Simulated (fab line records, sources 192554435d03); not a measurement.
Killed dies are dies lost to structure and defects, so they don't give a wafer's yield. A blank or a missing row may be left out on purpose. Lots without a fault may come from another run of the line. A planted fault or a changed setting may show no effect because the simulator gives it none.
fab line records | flow n5_finfet
record lots=5 wafers=15 last_day=18
route steps=1938 shown BEOL_M2@917 BEOL_M3@931
lots that met no fault: from a run of the same line without faults
start_h: hours from the record's first day to the start of the lot's first wafer shown | wait_h: hours since the lot's step before | " the same as in the row above | L1.1+2: a row that stands for several wafers | - no value, or no start given | * or withheld: withheld | < > ~ a bound
route shown NAME@n: a module of which the file shows steps, and the number in the route of the first | usual: mean/standard deviation of fault-free wafers | same: alike in all rows | chamber/n: place in a boat | sites: the reading at each site | _std_site: their standard deviation | _edge_site: outer sites' mean less inner sites' | radius_mm: how far each site lies from the wafer's centre | mask NAME#n: copy n | behind: the tool/chamber that last shaped the wafer | hold: why the lot was held/for how many hours/how that ended | device: the transistor (n, p or np) that didn't switch | end of line: the same wafers' tests at the end of the route | a step without rows: its recipe alone | killed: dies lost to structure and defects at the first sort, not the wafer's yield | map: a wafer's dies, x killed, . not, _ none there
set.NAME: the setting as run; set.NAME@STEP: as run at that earlier step | model.NAME: the simulator's own value behind a step, which no gauge read
lots at some steps of the route; a table a step, a row a wafer
services: from which hour (start_h, from the record's first day; less than 0 if before it) a tool's chamber was out of use, for how many hours, and why
## steps
# step N5_BEOL_M2_ANNEAL_93
# recipe temp_c=400 time_s=240 ambient=vacuum
# usual heater_power_w=797/68
# columns lot.wafer tool chamber start_h wait_h heater_power_w
L075.2 pvd_sputter-01 - 150.68 0.0 733
L075.3 " - " " 829
L075.6 " - " " 728
L079.2 pvd_sputter-02 - 178.03 0.0 819
L079.4 " - " " 657
L079.6 " - " " 644
L080.1 pvd_sputter-03 - 178.32 0.0 828
L080.5 " - " " 844
L080.6 " - " " 752
L094.2 pvd_sputter-03 - 279.67 0.0 797
L094.4 " - " " 833
L094.5 " - " " 784
L097.2 pvd_sputter-03 - 282.33 0.0 851
L097.3 " - " " 772
L097.5 " - " " 850
# step N5_BEOL_M2_SPUTTER_94
# recipe material=Cu target_thk_a=45 temp_c=-20 chamber_pressure_pa=0.07 power_w=withheld time_s=8.29
# usual chuck_gas_flow_sccm=1.26/0.055 throttle_valve_pct=29.9/1.3
# columns lot.wafer tool chamber start_h wait_h chuck_gas_flow_sccm throttle_valve_pct
L075.2 pvd_sputter-01 - 150.82 0.1 1.33 30.1
L075.3 " - " " 1.23 30.0
L075.6 " - " " 1.35 30.1
L079.2 pvd_sputter-02 - 178.17 0.1 1.26 28.6
L079.4 " - " " 1.28 32.7
L079.6 " - " " 1.19 32.6
L080.1 pvd_sputter-03 - 178.46 0.1 1.31 31.1
L080.5 " - " " 1.19 31.0
L080.6 " - " " 1.23 31.8
L094.2 pvd_sputter-03 - 279.81 0.1 1.31 28.7
L094.4 " - " " 1.28 30.8
L094.5 " - " " 1.33 27.8
L097.2 pvd_sputter-03 - 282.47 0.1 1.30 30.8
L097.3 " - " " 1.43 27.7
L097.5 " - " " 1.22 28.5
# step N5_BEOL_M2_ANNEAL_95
# recipe temp_c=400 time_s=240 ambient=vacuum
# usual heater_power_w=796/71
# columns lot.wafer tool chamber start_h wait_h heater_power_w
L075.2 pvd_sputter-01 - 150.90 0.0 774
L075.3 " - " " 834
L075.6 " - " " 774
L079.2 pvd_sputter-02 - 178.25 0.0 814
L079.4 " - " " 635
L079.6 " - " " 639
L080.1 pvd_sputter-03 - 178.54 0.0 827
L080.5 " - " " 845
L080.6 " - " " 784
L094.2 pvd_sputter-03 - 279.89 0.0 812
L094.4 " - " " 831
L094.5 " - " " 770
L097.2 pvd_sputter-03 - 282.55 0.0 835
L097.3 " - " " 765
L097.5 " - " " 798
# step N5_BEOL_M2_SPUTTER_96
# recipe material=Cu target_thk_a=45 temp_c=-20 chamber_pressure_pa=0.07 power_w=withheld time_s=8.29
# usual chuck_gas_flow_sccm=1.26/0.052 throttle_valve_pct=29.9/1.3
# columns lot.wafer tool chamber start_h wait_h chuck_gas_flow_sccm throttle_valve_pct
L075.2 pvd_sputter-01 - 151.04 0.1 1.25 30.4
L075.3 " - " " 1.23 30.0
L075.6 " - " " 1.21 30.2
L079.2 pvd_sputter-02 - 178.39 0.1 1.27 28.6
L079.4 " - " " 1.18 32.7
L079.6 " - " " 1.32 32.5
L080.1 pvd_sputter-03 - 178.68 0.1 1.28 31.0
L080.5 " - " " 1.32 30.8
L080.6 " - " " 1.31 31.5
L094.2 pvd_sputter-03 - 280.03 0.1 1.26 28.5
L094.4 " - " " 1.19 30.9
L094.5 " - " " 1.37 28.0
L097.2 pvd_sputter-03 - 282.69 0.1 1.30 31.1
L097.3 " - " " 1.35 28.1
L097.5 " - " " 1.18 28.7
# step N5_BEOL_M2_ECD_50
# recipe material=Cu target_thk_a=3000
# columns lot.wafer tool chamber start_h wait_h
L075.2+3+6 ecd_cu-01 1,0,0 151.16 0.1
L079.2+4+6 ecd_cu-02 0,1,1 178.51 0.1
L080.1+5+6 ecd_cu-01 0,1,0 178.80 0.1
L094.2+4+5 ecd_cu-02 0 280.15 0.1
L097.2+3+5 ecd_cu-02 1 282.81 0.1
# step N5_BEOL_M2_ANNEAL_51
# recipe temp_c=225 time_s=90 ambient=N2
# usual wafer_temp_C_max=225.9/0.33
# columns lot.wafer tool chamber start_h wait_h wafer_temp_C_max
L075.2 rtp_anneal-02 0 151.42 0.2 225.7
L075.3 " 0 " " 225.6
L075.6 " 0 " " 225.4
L079.2 rtp_anneal-01 0 178.63 0.1 226.0
L079.4 " 0 " " 226.0
L079.6 " 0 " " 226.5
L080.1 rtp_anneal-02 0 178.97 0.2 225.7
L080.5 " 0 " " 225.4
L080.6 " 0 " " 225.7
L094.2 rtp_anneal-02 0 280.27 0.1 225.6
L094.4 " 0 " " 225.9
L094.5 " 0 " " 226.1
L097.2 rtp_anneal-02 0 282.93 0.1 225.8
L097.3 " 0 " " 225.8
L097.5 " 0 " " 225.4
# step N5_BEOL_M2_CMP_52
# recipe stop_on=SiOC t_overpolish_s=6.8 down_force_psi=1 platen_rpm=50 clearing_platen_down_force_psi=1.5 clearing_platen_rpm=50 post_cmp_clean=cu_alkaline target_thk_nm=40 clearing_platen_pad_velocity_m_s=0.99484 pad_velocity_m_s=0.99484
# usual barrier_field_endpoint_s=24.9/0.78 head_pressure_psi=1.0001/0.0021 motor_current_A=6.0/0.64 overpolish_run_s=6.799/0.0086 time_to_endpoint_s=64/4.4
# columns lot.wafer tool chamber start_h wait_h barrier_field_endpoint_s head_pressure_psi motor_current_A overpolish_run_s time_to_endpoint_s
L075.2 cmp-04 3 151.75 0.3 24.7 1.0009 5.0 6.808 66
L075.3 " 0 " " 23.8 0.9988 4.7 6.796 60
L075.6 " 1 " " 24.7 0.9999 6.7 6.791 61
L079.4 cmp-04 1 178.88 0.1 24.6 0.9990 7.1 6.798 62
L079.2 " 0 " " 24.9 0.9996 5.0 6.799 67
L079.6 " 1 " " 24.5 0.9998 6.4 6.795 66
L080.1 cmp-03 0 179.35 0.3 24.0 1.0001 7.0 6.804 58
L080.5 " 2 " " 23.6 1.0010 6.2 6.802 57
L080.6 " 3 " " 24.6 0.9997 5.7 6.813 61
L094.4 cmp-04 3 280.60 0.2 25.3 1.0014 5.1 6.804 69
L094.2 " 0 " " 25.5 0.9978 4.8 6.800 68
L094.5 " 1 " " 24.7 1.0037 6.6 6.798 63
L097.3 cmp-03 1 283.18 0.2 23.4 0.9972 6.4 6.799 59
L097.2 " 3 " " 23.6 0.9983 5.7 6.812 57
L097.5 " 2 " " 23.8 1.0027 6.1 6.805 57
# step N5_BEOL_M2_THK_MEAS_53
# recipe thk_meas_gauge=xrf reads=Cu_of_BEOL_M2_ECD_50
# usual M2_THK=40.3/1.8
# columns lot.wafer tool chamber start_h wait_h M2_THK[nm]
L075.2 film_metro-01 - 151.97 - 40.2
L075.3 " - " " 41.5
L075.6 " - " " 37.5
L079.2 film_metro-01 - 179.18 - 42.8
L079.4 " - " " 39.8
L079.6 " - " " 40.8
L080.1 film_metro-01 - 179.57 - 37.4
L080.5 " - " " 39.4
L080.6 " - " " 39.5
L094.2 film_metro-01 - 280.82 - 43.4
L094.4 " - " " 41.8
L094.5 " - " " 40.6
L097.2 film_metro-02 - 283.48 - 38.0
L097.3 " - " " 37.4
L097.5 " - " " 38.5
# step N5_BEOL_M2_PRE_CLEAN_60
# recipe gas=NH3/H2 time_s=15 temp_c=* rf_power_w=300
# usual heater_power_w=83/17
# columns lot.wafer tool chamber start_h wait_h heater_power_w
L075.2 cvd_co-01 2 152.01 0.0 50
L075.3 " 0 " " 100
L075.6 " 2 " " 50
L079.2 cvd_co-01 2 179.21 0.0 51
L079.4 " 1 " " 90
L079.6 " 2 " " 50
L080.1 cvd_co-02 1 179.61 0.0 96
L080.5 " 2 " " 75
L080.6 " 0 " " 86
L094.2 cvd_co-01 0 280.87 0.1 104
L094.4 " 2 " " 52
L094.5 " 1 " " 89
L097.2 cvd_co-02 2 283.54 0.1 77
L097.3 " 1 " " 97
L097.5 " 0 " " 84
# step N5_BEOL_M2_CO_CAP_55
# recipe material=Co target_thk_a=20 temp_c=200 precursor=CCTBA/H2 pressure_torr=30 time_s=102.1
# usual chamber_pressure_Torr=29.99/0.065 heater_power_w=234/22
# columns lot.wafer tool chamber start_h wait_h chamber_pressure_Torr heater_power_w
L075.2 cvd_co-01 2 152.05 0.0 29.95 196
L075.3 " 0 " " 29.97 256
L075.6 " 2 " " 29.93 190
L079.2 cvd_co-01 2 179.25 0.0 29.89 194
L079.4 " 1 " " 30.00 239
L079.6 " 2 " " 30.00 189
L080.1 cvd_co-02 1 179.65 0.0 30.07 250
L080.5 " 2 " " 29.94 223
L080.6 " 0 " " 29.92 239
L094.2 cvd_co-01 0 280.91 0.0 30.01 255
L094.4 " 2 " " 29.97 195
L094.5 " 1 " " 29.95 249
L097.2 cvd_co-02 2 283.58 0.0 29.96 226
L097.3 " 1 " " 29.97 249
L097.5 " 0 " " 29.96 240
# step N5_BEOL_M2_PRE_CLEAN_56
# recipe gas=NH3 time_s=15 temp_c=withheld rf_power_w=300
# columns lot.wafer tool chamber start_h wait_h
L075.2+3+6 pecvd-04 0,2,2 152.14 0.1
L079.2+4+6 pecvd-04 1,0,2 179.34 0.1
L080.1+5+6 pecvd-04 2,1,0 179.74 0.1
L094.2+4+5 pecvd-04 2,1,0 281.00 0.1
L097.2+3+5 pecvd-03 1,2,0 283.67 0.1
# step N5_BEOL_M2_DEP_57
# recipe material=SiCN target_thk_a=80 temp_c=withheld precursor=3MS/NH3 pressure_torr=3 rf_w=202 time_s=14
# usual chamber_pressure_Torr=2.999/0.0069 showerhead_plenum_p_Torr=3.659/0.013 throttle_valve_pct=9.0/0.38
# columns lot.wafer tool chamber start_h wait_h chamber_pressure_Torr showerhead_plenum_p_Torr throttle_valve_pct
L075.2 pecvd-04 0 152.16 0.0 2.993 3.661 9.1
L075.3 " 2 " " 2.989 3.638 9.2
L075.6 " 2 " " 2.993 3.644 9.2
L079.2 pecvd-04 1 179.37 0.0 3.006 3.659 9.0
L079.4 " 0 " " 3.006 3.663 9.1
L079.6 " 2 " " 3.004 3.639 9.2
L080.1 pecvd-04 2 179.77 0.0 3.008 3.645 9.2
L080.5 " 1 " " 3.004 3.649 8.8
L080.6 " 0 " " 2.994 3.664 9.3
L094.2 pecvd-04 2 281.03 0.0 3.011 3.647 9.2
L094.4 " 1 " " 3.003 3.660 8.8
L094.5 " 0 " " 3.013 3.657 9.5
L097.2 pecvd-03 1 283.70 0.0 2.997 3.671 8.8
L097.3 " 2 " " 3.002 3.678 8.7
L097.5 " 0 " " 2.998 3.659 9.6
# step N5_BEOL_M2_RS_MEAS_58
# recipe thk_meas_gauge=four-point-probe reads=Co_of_BEOL_M2_CO_CAP_55+Cu_of_BEOL_M2_ECD_50+Co_of_BEOL_M2_CVD_47+TaN_of_BEOL_M2_ALD_84
# usual M2_RS=0.67/0.037
# columns lot.wafer tool chamber start_h wait_h M2_RS[ohm/sq]
L075.2 film_metro-02 - 152.23 0.1 0.68
L075.3 " - " " 0.65
L075.6 " - " " 0.74
L079.2 film_metro-01 - 179.44 0.1 0.63
L079.4 " - " " 0.69
L079.6 " - " " 0.67
L080.1 film_metro-02 - 179.83 0.0 0.74
L080.5 " - " " 0.69
L080.6 " - " " 0.68
L094.2 film_metro-02 - 281.10 0.1 0.61
L094.4 " - " " 0.64
L094.5 " - " " 0.67
L097.2 film_metro-01 - 283.77 0.1 0.72
L097.3 " - " " 0.73
L097.5 " - " " 0.71
# step N5_BEOL_M2_INSPECT_59
# recipe inspect_instrument=darkfield mode=post_dep
# usual raw_defect_count=73/28
# columns lot.wafer tool chamber start_h wait_h raw_defect_count
L075.2 defect_inspect-01 - 152.26 0.0 95
L075.3 " - " " 55
L075.6 " - " " 72
L079.2 defect_inspect-01 - 179.46 0.0 43
L079.4 " - " " 66
L079.6 " - " " 53
L080.1 defect_inspect-01 - 179.86 0.0 63
L080.5 " - " " 41
L080.6 " - " " 36
L094.2 defect_inspect-02 - 281.12 0.0 69
L094.4 " - " " 48
L094.5 " - " " 42
L097.2 defect_inspect-01 - 283.79 0.0 54
L097.3 " - " " 99
L097.5 " - " " 71
# step N5_BEOL_M3_ILD_DEP_00
# recipe material=SiOC target_thk_a=790 temp_c=350 precursor=DEMS/O2 pressure_torr=5 rf_w=500 time_s=15.3
# usual chamber_pressure_Torr=5.000/0.012 heater_power_w=522/86 showerhead_plenum_p_Torr=5.696/0.014 throttle_valve_pct=11.8/0.47
# columns lot.wafer tool chamber start_h wait_h chamber_pressure_Torr heater_power_w showerhead_plenum_p_Torr throttle_valve_pct
L075.2 pecvd-02 1 152.29 0.0 4.990 617 5.715 12.0
L075.3 " 0 " " 5.010 455 5.705 11.9
L075.6 " 1 " " 5.022 622 5.709 11.8
L079.2 pecvd-02 2 179.50 0.0 4.983 520 5.686 11.0
L079.4 " 2 " " 5.015 528 5.703 11.4
L079.6 " 2 " " 5.007 521 5.680 11.2
L080.1 pecvd-02 2 179.90 0.0 4.994 625 5.686 11.2
L080.5 " 2 " " 4.993 656 5.678 11.4
L080.6 " 1 " " 4.993 667 5.708 12.1
L094.2 pecvd-02 2 281.16 0.0 4.995 647 5.688 11.4
L094.4 " 1 " " 4.999 613 5.712 11.9
L094.5 " 2 " " 4.998 633 5.690 11.2
L097.2 pecvd-02 2 283.83 0.0 5.008 590 5.684 11.1
L097.3 " 0 " " 5.025 509 5.708 12.1
L097.5 " 0 " " 5.013 520 5.709 12.1
# step N5_BEOL_M3_THK_MEAS_01
# recipe reads=SiOC_of_BEOL_M3_ILD_DEP_00
# usual M3_ILD_THK=79.5/1.1
# columns lot.wafer tool chamber start_h wait_h M3_ILD_THK[nm]
L075.2 film_metro-01 - 152.36 0.1 80.0
L075.3 " - " " 77.8
L075.6 " - " " 81.5
L079.2 film_metro-01 - 179.58 0.1 80.5
L079.4 " - " " 81.1
L079.6 " - " " 81.0
L080.1 film_metro-01 - 179.98 0.1 80.9
L080.5 " - " " 81.3
L080.6 " - " " 81.4
L094.2 film_metro-01 - 281.23 0.1 79.8
L094.4 " - " " 81.1
L094.5 " - " " 80.6
L097.2 film_metro-02 - 283.90 0.1 80.2
L097.3 " - " " 78.1
L097.5 " - " " 80.1
# step N5_BEOL_M3_PECVD_72
# recipe material=SiO2 target_thk_a=160 temp_c=400 precursor=TEOS/O2 pressure_torr=5.5 rf_w=450 teos_flow_sccm=53.8 gas=O2 flow_sccm=3000 time_s=18
# usual chamber_pressure_Torr=5.499/0.012 heater_power_w=750/120 showerhead_plenum_p_Torr=8.79/0.057 throttle_valve_pct=22.2/0.89
# columns lot.wafer tool chamber start_h wait_h chamber_pressure_Torr heater_power_w showerhead_plenum_p_Torr throttle_valve_pct
L075.2 pecvd-01 1 152.40 0.0 5.502 630 8.72 22.4
L075.3 " 2 " " 5.483 804 8.82 21.2
L075.6 " 2 " " 5.491 787 8.84 21.6
L079.2 pecvd-02 2 179.62 0.0 5.489 744 8.76 21.1
L079.4 " 2 " " 5.502 785 8.75 21.1
L079.6 " 1 " " 5.510 873 8.85 22.3
L080.1 pecvd-03 1 180.02 0.0 5.504 626 8.78 22.2
L080.5 " 2 " " 5.509 876 8.85 20.9
L080.6 " 0 " " 5.502 569 8.72 23.5
L094.2 pecvd-02 2 281.26 0.0 5.505 860 8.76 21.1
L094.4 " 0 " " 5.499 733 8.82 22.7
L094.5 " 1 " " 5.521 881 8.86 22.7
L097.2 pecvd-03 1 283.93 0.0 5.513 653 8.80 22.3
L097.3 " 0 " " 5.479 521 8.72 23.6
L097.5 " 0 " " 5.511 530 8.73 23.8
# step N5_BEOL_M3_HM_DEP_02
# recipe material=TiN target_thk_a=200 temp_c=25 chamber_pressure_pa=0.49996
# usual throttle_valve_pct=29.9/1.3
# columns lot.wafer tool chamber start_h wait_h throttle_valve_pct
L075.2 pvd_sputter-01 - 153.06 0.6 29.7
L075.3 " - " " 30.3
L075.6 " - " " 30.6
L079.2 pvd_sputter-02 - 180.01 0.4 28.3
L079.4 " - " " 31.2
L079.6 " - " " 29.1
L080.1 pvd_sputter-03 - 180.40 0.4 27.7
L080.5 " - " " 28.4
L080.6 " - " " 27.8
L094.2 pvd_sputter-01 - 282.93 1.7 30.0
L094.4 " - " " 30.5
L094.5 " - " " 30.1
L097.2 pvd_sputter-02 - 284.81 0.9 28.3
L097.3 " - " " 31.1
L097.5 " - " " 29.2
# step N5_BEOL_M3_COAT_61
# recipe resist=SOC temp_c=250 time_s=60 spin_rpm=1500 resist_thk_nm=60
# usual spin_speed_rpm=1500.0/0.93
# columns lot.wafer tool chamber start_h wait_h spin_speed_rpm
L075.2 litho_track-01 0 153.19 0.1 1500.5
L075.3 " 0 " " 1499.9
L075.6 " 0 " " 1500.0
L079.2 litho_track-05 0 180.13 0.1 1500.9
L079.4 " 0 " " 1500.3
L079.6 " 0 " " 1500.0
L080.1 litho_track-05 0 180.53 0.1 1500.4
L080.5 " 0 " " 1500.1
L080.6 " 0 " " 1500.2
L094.2 litho_track-01 0 283.06 0.1 1498.8
L094.4 " 0 " " 1499.7
L094.5 " 0 " " 1500.5
L097.2 litho_track-04 0 284.94 0.1 1502.6
L097.3 " 0 " " 1501.4
L097.5 " 0 " " 1502.5
# step N5_BEOL_M3_COAT_62
# recipe resist=SiARC temp_c=220 time_s=60 spin_rpm=1500 resist_thk_nm=12
# usual spin_speed_rpm=1500.2/0.81
# columns lot.wafer tool chamber start_h wait_h spin_speed_rpm
L075.2 litho_track-01 0 - - 1500.1
L075.3 " 0 " " 1499.8
L075.6 " 0 " " 1500.0
L079.2 litho_track-05 0 - - 1500.9
L079.4 " 0 " " 1499.8
L079.6 " 0 " " 1499.5
L080.1 litho_track-05 0 - - 1500.5
L080.5 " 0 " " 1499.5
L080.6 " 0 " " 1500.3
L094.2 litho_track-01 0 - - 1500.7
L094.4 " 0 " " 1500.0
L094.5 " 0 " " 1500.0
L097.2 litho_track-04 0 - - 1499.2
L097.3 " 0 " " 1499.2
L097.5 " 0 " " 1499.2
# step N5_BEOL_M3_COAT_73
# recipe resist=underlayer temp_c=205 time_s=60 spin_rpm=1500 resist_thk_nm=5
# usual spin_speed_rpm=1500.0/0.88
# columns lot.wafer tool chamber start_h wait_h spin_speed_rpm
L075.2 litho_track-01 0 - - 1501.1
L075.3 " 0 " " 1500.2
L075.6 " 0 " " 1501.0
L079.2 litho_track-05 0 - - 1500.2
L079.4 " 0 " " 1500.4
L079.6 " 0 " " 1499.2
L080.1 litho_track-05 0 - - 1499.5
L080.5 " 0 " " 1498.6
L080.6 " 0 " " 1498.6
L094.2 litho_track-01 0 - - 1500.6
L094.4 " 0 " " 1500.0
L094.5 " 0 " " 1499.6
L097.2 litho_track-04 0 - - 1500.0
L097.3 " 0 " " 1499.8
L097.5 " 0 " " 1498.6
# step N5_BEOL_M3_COAT_05
# recipe resist=CAR-EUV spin_rpm=1500 resist_thk_nm=30
# usual spin_speed_rpm=1500.1/0.79
# columns lot.wafer tool chamber start_h wait_h spin_speed_rpm
L075.2 litho_track-01 0 - - 1499.4
L075.3 " 0 " " 1501.9
L075.6 " 0 " " 1499.8
L079.2 litho_track-05 0 - - 1499.6
L079.4 " 0 " " 1499.6
L079.6 " 0 " " 1500.5
L080.1 litho_track-05 0 - - 1499.9
L080.5 " 0 " " 1499.3
L080.6 " 0 " " 1499.4
L094.2 litho_track-01 0 - - 1500.4
L094.4 " 0 " " 1499.9
L094.5 " 0 " " 1500.3
L097.2 litho_track-04 0 - - 1500.6
L097.3 " 0 " " 1499.6
L097.5 " 0 " " 1500.6
# step N5_BEOL_M3_EBR_07
# recipe solvent=PGMEA ebr_width_mm=1.5
# columns lot.wafer tool chamber start_h wait_h
L075.2+3+6 litho_track-01 0 - -
L079.2+4+6 litho_track-05 0 - -
L080.1+5+6 litho_track-05 0 - -
L094.2+4+5 litho_track-01 0 - -
L097.2+3+5 litho_track-04 0 - -
# step N5_BEOL_M3_SOFTBAKE_06
# recipe temp_c=110 time_s=60 resist=CAR-EUV
# columns lot.wafer tool chamber start_h wait_h
L075.2+3+6 litho_track-01 0 - -
L079.2+4+6 litho_track-05 0 - -
L080.1+5+6 litho_track-05 0 - -
L094.2+4+5 litho_track-01 0 - -
L097.2+3+5 litho_track-04 0 - -
# step N5_BEOL_M3_EXPOSE_08
# recipe mask_id=M3 na=0.33 source_shape=dipole sigma_inner=0.369 sigma_outer=0.767 polarization=unpolarized dose_mj=33
# same sigma_inner=0.369 sigma_outer=0.767
# columns lot.wafer tool chamber start_h wait_h mask
L075.2+3+6 euv_scanner-01 0 153.33 - M3#0
L079.2+4+6 euv_scanner-01 0 180.40 - M3#0
L080.1+5+6 euv_scanner-02 0 180.79 - M3#0
L094.2+4+5 euv_scanner-02 0 283.33 - M3#0
L097.2+3+5 euv_scanner-01 0 285.20 - M3#0
# step N5_BEOL_M3_PEB_09
# recipe peb_temp_c=100 peb_time_s=60 resist=CAR-EUV
# same peb_time_s=60
# columns lot.wafer tool chamber start_h wait_h
L075.2+3+6 litho_track-04 0 153.38 0.0
L079.2+4+6 litho_track-01 0 180.46 0.0
L080.1+5+6 litho_track-04 0 180.85 0.1
L094.2+4+5 litho_track-04 0 283.38 0.0
L097.2+3+5 litho_track-05 0 285.26 0.0
# step N5_BEOL_M3_DEVELOP_10
# recipe develop_time_s=30 developer=TMAH resist=CAR-EUV rinse_liquid=surfactant_rinse dry=air_spin dev_temp_c=23
# columns lot.wafer tool chamber start_h wait_h
L075.2+3+6 litho_track-04 0 - -
L079.2+4+6 litho_track-01 0 - -
L080.1+5+6 litho_track-04 0 - -
L094.2+4+5 litho_track-04 0 - -
L097.2+3+5 litho_track-05 0 - -
# step N5_BEOL_M3_CD_MEAS_11
# recipe target_cd_nm=17.05 landing_energy_ev=500 detector=se_inlens polarity=opening
# usual cd_nm=17.09/0.24
# columns lot.wafer tool chamber start_h wait_h cd_nm
L075.2 cd_sem-01 0 153.45 - 16.97
L075.3 " 0 " " 17.12
L075.6 " 0 " " 17.34
L079.2 cd_sem-03 0 180.52 - 17.13
L079.4 " 0 " " 16.93
L079.6 " 0 " " 17.06
L080.1 cd_sem-01 0 180.92 - 17.25
L080.5 " 0 " " 17.33
L080.6 " 0 " " 17.11
L094.2 cd_sem-03 0 283.45 - 16.68
L094.4 " 0 " " 17.11
L094.5 " 0 " " 17.05
L097.2 cd_sem-01 0 285.33 - 16.87
L097.3 " 0 " " 17.20
L097.5 " 0 " " 16.97
# step N5_BEOL_M3_OVL_MEAS_12
# recipe points_per_wafer=522
# usual M3_OVL=-0.1/0.61
# same points_per_wafer=522
# columns lot.wafer tool chamber start_h wait_h M3_OVL[nm]
L075.2 overlay-02 0 153.48 0.0 -0.7
L075.3 " 0 " " -0.9
L075.6 " 0 " " -0.6
L079.2 overlay-01 0 180.56 0.0 0.2
L079.4 " 0 " " -0.2
L079.6 " 0 " " 0.2
L080.1 overlay-01 0 180.95 0.0 0.6
L080.5 " 0 " " 0.5
L080.6 " 0 " " 0.7
L094.2 overlay-01 0 283.49 0.0 0.2
L094.4 " 0 " " 0.3
L094.5 " 0 " " 0.1
L097.2 overlay-02 0 285.36 0.0 -0.2
L097.3 " 0 " " 0.1
L097.5 " 0 " " 0.6
# step N5_BEOL_M3_INSPECT_13
# recipe mode=adi inspect_instrument=brightfield
# usual raw_defect_count=394/85
# columns lot.wafer tool chamber start_h wait_h raw_defect_count
L075.2 defect_inspect-02 - 153.54 0.0 574
L075.3 " - " " 384
L075.6 " - " " 401
L079.2 defect_inspect-02 - 180.61 0.0 451
L079.4 " - " " 279
L079.6 " - " " 317
L080.1 defect_inspect-01 - 181.00 0.1 397
L080.5 " - " " 313
L080.6 " - " " 330
L094.2 defect_inspect-02 - 283.54 0.0 417
L094.4 " - " " 389
L094.5 " - " " 387
L097.2 defect_inspect-01 - 285.41 0.0 310
L097.3 " - " " 288
L097.5 " - " " 231
# step N5_BEOL_M3_DESCUM_16
# recipe chemistry=O2 time_s=7 source_power_w=50 bias_power_w=20 pressure_mtorr=20 rf_frequency_hz=2.712e+07 temp_c=40 resist=CAR-EUV o2_flow_sccm=225
# usual drypump_motor_current_A=5.8/0.5 oes_product_au=0.79/0.078 rf_vpp_V=243.7/1.2 showerhead_plenum_p_Torr=2.12/0.066 throttle_valve_pct=20.4/0.36
# columns lot.wafer tool chamber start_h wait_h drypump_motor_current_A oes_product_au rf_hours_counter_h rf_vpp_V showerhead_plenum_p_Torr throttle_valve_pct
L075.2 rie_diel-04 1 153.86 0.3 6.3 0.73 180 244.1 2.17 20.1
L075.3 " 2 " " 5.7 0.74 143 244.5 2.20 20.8
L075.6 " 2 " " 5.7 0.74 - 244.5 2.20 20.8
L079.2 rie_diel-03 0 180.65 0.0 5.9 0.76 162 243.1 2.09 20.4
L079.4 " 3 " " 5.6 0.87 - 244.3 2.23 20.2
L079.6 " 0 " " 5.9 0.76 - 243.0 2.09 20.4
L080.1 rie_diel-03 0 181.22 0.2 5.9 0.76 163 243.1 2.09 20.4
L080.5 " 3 " " 5.6 0.87 - 245.5 2.23 20.2
L080.6 " 0 " " 5.9 0.75 - 243.7 2.09 20.4
L094.2 rie_diel-02 2 283.88 0.3 6.6 0.85 54 243.9 2.11 19.8
L094.4 " 0 " " 5.1 0.68 232 243.7 2.06 20.8
L094.5 " 0 " " 5.1 0.67 - 242.8 2.06 20.8
L097.2 rie_diel-02 1 285.64 0.2 5.4 0.81 96 243.3 2.09 20.0
L097.3 " 3 " " 6.6 0.88 61 244.7 2.21 20.3
L097.5 " 1 " " 5.4 0.82 - 245.9 2.09 20.0
# step N5_BEOL_M3_ETCH_74
# recipe chemistry=N2/H2 target=underlayer target_depth_a=65 mask_material=CAR-EUV time_s=5.2 ion_energy_ev=200 pressure_mtorr=30 source_w=840 bias_w=150 n2_flow_sccm=200 h2_flow_sccm=200 ends=cleared
# usual drypump_motor_current_A=5.8/0.5 etch_rf_on_time_s=5.20/0.11 n2_flow_sccm=200.0/0.57 oes_product_au=0.67/0.068 rf_vpp_V=524.9/2.5 showerhead_plenum_p_Torr=2.58/0.082 throttle_valve_pct=17.81/0.25
# columns lot.wafer tool chamber start_h wait_h drypump_motor_current_A etch_rf_on_time_s n2_flow_sccm oes_product_au rf_hours_counter_h rf_vpp_V showerhead_plenum_p_Torr throttle_valve_pct
L075.2 rie_diel-04 1 153.90 0.0 6.3 5.36 200.5 0.62 180 525.6 2.64 17.56
L075.3 " 2 " " 5.7 5.19 200.2 0.64 143 526.1 2.64 18.03
L075.6 " 2 " " 5.7 5.17 200.8 0.63 - 525.1 2.64 18.04
L079.2 rie_diel-03 0 180.68 0.0 5.9 5.31 199.8 0.64 162 524.3 2.54 17.89
L079.4 " 3 " " 5.7 5.24 199.9 0.75 - 527.8 2.70 17.57
L079.6 " 0 " " 5.9 5.33 200.5 0.64 - 523.3 2.54 17.91
L080.1 rie_diel-03 0 181.25 0.0 6.0 5.35 199.8 0.63 163 522.2 2.54 17.88
L080.5 " 3 " " 5.6 5.26 197.9 0.75 - 528.4 2.70 17.52
L080.6 " 0 " " 6.0 5.33 199.2 0.64 - 524.4 2.54 17.92
L094.2 rie_diel-02 2 283.92 0.0 6.6 5.25 199.9 0.73 54 526.7 2.60 17.61
L094.4 " 0 " " 5.1 5.18 200.6 0.59 232 523.1 2.50 18.27
L094.5 " 0 " " 5.1 5.16 199.9 0.58 - 522.4 2.50 18.27
L097.2 rie_diel-02 1 285.68 0.0 5.4 5.01 200.3 0.69 96 521.8 2.57 17.55
L097.3 " 3 " " 6.6 5.05 199.9 0.76 61 525.9 2.70 17.81
L097.5 " 1 " " 5.4 5.04 200.2 0.69 - 526.6 2.57 17.55
## services
# columns tool chamber start_h hours kind
euv_scanner-01 - 132.34 4.6 pm
pvd_sputter-03 - 134.43 3.8 repair
cvd_co-02 - 138.31 0.3 repair
pvd_sputter-02 - 138.49 1.9 repair
pecvd-02 - 149.20 1.5 repair
pvd_sputter-03 - 149.97 2.2 repair
euv_scanner-01 - 156.51 1.0 pm
cmp-04 - 158.07 4.0 pm
pecvd-02 0 162.79 21.3 repair
cmp-04 - 163.54 6.9 pm
rie_diel-03 - 163.99 0.5 repair
pecvd-02 - 174.89 0.7 repair
rie_diel-03 2 175.88 5.3 repair
cvd_co-02 - 179.76 2.8 pm
ecd_cu-02 - 180.10 0.5 repair
pecvd-02 - 185.19 4.3 pm
rie_diel-02 3 190.09 4.6 repair
pecvd-03 - 212.33 5.2 repair
cvd_co-02 - 215.16 6.9 pm
cvd_co-01 0 215.84 2.9 repair
cvd_co-02 - 228.18 3.4 repair
rie_diel-03 0 236.50 2.5 repair
rie_diel-02 1 266.25 1.6 repair
pecvd-03 - 266.75 2.8 pm
## key
fault none
